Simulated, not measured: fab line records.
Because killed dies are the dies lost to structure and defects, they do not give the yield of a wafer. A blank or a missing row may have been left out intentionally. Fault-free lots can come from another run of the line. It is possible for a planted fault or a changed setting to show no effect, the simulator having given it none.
Lot-split experiment | flow n5-finfet | on a route of 1938 steps: 7 lots, 21 wafers read

== THE SPLIT ITSELF ==
At N5_GATE_CUT_ETCH_58 (etches SiNx in CH3F/O2, target depth 17 nm, time 128.6 s), the setting time-s was moved away from the recipe's 128.6 s on 8 of the 21 wafers read, by -15.8% to +13.3%. All remaining wafers had this setting at the recipe value.

The reading is taken at the split's own step.

== THE READING ==
etch.depth-nm (the simulator's own value, which no gauge read), in nm, at N5_GATE_CUT_ETCH_58 (etches SiNx in CH3F/O2, target depth 17 nm, time 128.6 s). The file does not state a usual value for it. Average 17.00 nm, standard deviation 0.2 nm, over the 13 wafers here run with the recipe.

wafer  | tool, chamber at the split | time-s as run, s | against the recipe | etch.depth-nm, nm | against lot-mates on the recipe
L077.1 | rie-diel-04, 0             | 128.6            | recipe             | 16.64             | -
L077.2 | rie-diel-04, 2             | 140.7            | +9.4%              | 18.54             | +1.74
L077.4 | rie-diel-04, 3             | 128.6            | recipe             | 16.96             | -
L079.2 | rie-diel-04, 3             | 128.6            | recipe             | 17.11             | -
L079.4 | rie-diel-04, 1             | 128.6            | recipe             | 16.76             | -
L079.6 | rie-diel-04, 2             | 128.6            | recipe             | 17                | -
L081.2 | rie-diel-06, 0             | 145.7            | +13.3%             | 19.24             | +2.00
L081.4 | rie-diel-06, 2             | 128.6            | recipe             | 17.24             | -
L081.5 | rie-diel-06, 0             | 145.7            | +13.3%             | 19.56             | +2.32
L083.2 | rie-diel-06, 2             | 128.6            | recipe             | 17.2              | -
L083.5 | rie-diel-06, 2             | 128.6            | recipe             | 17.25             | -
L083.6 | rie-diel-06, 3             | 128.6            | recipe             | 16.73             | -
L090.1 | rie-diel-04, 2             | 108.3            | -15.8%             | 14.3              | -2.58
L090.3 | rie-diel-04, 1             | 108.3            | -15.8%             | 14.26             | -2.62
L090.4 | rie-diel-04, 1             | 128.6            | recipe             | 16.88             | -
L091.2 | rie-diel-06, 0             | 115.4            | -10.3%             | 15.16             | -2.07
L091.4 | rie-diel-06, 3             | 128.6            | recipe             | 17.23             | -
L091.6 | rie-diel-06, 0             | 115.4            | -10.3%             | 15.11             | -2.12
L092.1 | rie-diel-03, 1             | 128.6            | recipe             | 16.91             | -
L092.5 | rie-diel-03, 2             | 128.6            | recipe             | 17.11             | -
L092.6 | rie-diel-03, 3             | 119.4            | -7.2%              | 15.63             | -1.38

THE FIT
A straight line over all 21 wafers: etch.depth-nm changes by +0.176 nm for each +1% of time-s; r = +0.99; the points scatter about the line by 0.18 nm.
The same after taking each lot's own level away (the mean of its wafers on the recipe; 21 wafers): +0.173 nm for each +1%; r = +0.99; scatter 0.18 nm.
On that fit, the largest move of time-s shifts the reading by 2.7 nm.
Across the lots, their own levels run from 16.800 to 17.240 nm, a range of 2.2 times the standard deviation given above.
So the lot-to-lot level changes the slope little: the two slopes agree.
Check: for one of the wafers moved furthest among these (-15.8%), held out of the fit, the line's prediction against its lot-mates is -2.82 nm. Against them it came out at -2.58 nm.

== OTHER SPLITS ON THESE WAFERS ==
Other splits were also applied to these wafers ahead of the reading. Each is held against what the fit with the lots' levels taken away leaves over:
other split on the same wafers | wafers away from the commonest value | r with etch.depth-nm (lot level and that fit taken away)
N5_SD_EPI_N_EPI_21 temp-c      | 6                                    | +0.45
N5_ILD0_CMP_12 down-force-psi  | 5                                    | +0.00
N5_HKMG_FIN_ETCH_54 source-w   | 5                                    | +0.16

== THE FILE'S OWN FIT ==
etch.depth-nm changes by +0.175 nm for each +1% of time-s, r = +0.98.
